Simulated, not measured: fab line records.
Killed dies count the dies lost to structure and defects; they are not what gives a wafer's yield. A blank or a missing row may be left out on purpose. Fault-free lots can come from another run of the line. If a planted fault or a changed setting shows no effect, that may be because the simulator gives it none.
Matching of chambers ; flow n5-finfet ; N5_BEOL_M12_ILD_DEP_00 on pecvd-04 has 3 sister chambers
The step deposits SiOC from DEMS/O2, target thk 658.92 nm, time 130.7 s. 6 wafers are shown with their chamber, then 8 later ones without.

## WAFERS WITH THEIR CHAMBER
wafer;chamber;showerhead-vpp-V (V);heater-power-w (W)
L075.2;2;1317;381
L076.4;2;1334;356
L081.6;0;1324;416
L081.3;0;1325;524
L081.5;1;1361;393
L083.4;1;1387;358

## WAFERS WITHOUT THEIR CHAMBER
wafer;showerhead-vpp-V (V);heater-power-w (W)
L083.5;1317;427
L083.6;1334;391
L088.1;1347;538
L088.5;1364;397
L088.6;1367;435
L092.2;1346;447
L092.3;1342;404
L092.4;1367;410

## WHICH CHAMBER EACH WENT THROUGH
wafer;from the rows above;in truth
L083.5;can't be placed: 0 or 2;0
L083.6;can't be placed: 2 or 0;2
L088.1;can't be placed: 0 or 2 or 1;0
L088.5;1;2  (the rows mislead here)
L088.6;1;1
L092.2;can't be placed: 0 or 2 or 1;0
L092.3;can't be placed: 2 or 0 or 1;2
L092.4;1;1
Correct placement for 2 of the 8. From these rows, 5 cannot be placed; in 5 the true chamber is one of the candidates. 1 placed wrongly.
How it was worked out, from the rows above alone: a wafer's distance from a chamber is the root of the sum, over the readings, of the square of ((its reading less the chamber's mean) divided by the reading's scatter). If the next closest chamber is less than 2 further off than the closest, the wafer can't be placed; otherwise it belongs to the closest. A chamber's mean is the mean of its shown wafers. How the scatter is found: for the shown wafers, subtract from each reading the mean of its chamber, square and add these, divide the total by (wafers less chambers), then take the root.
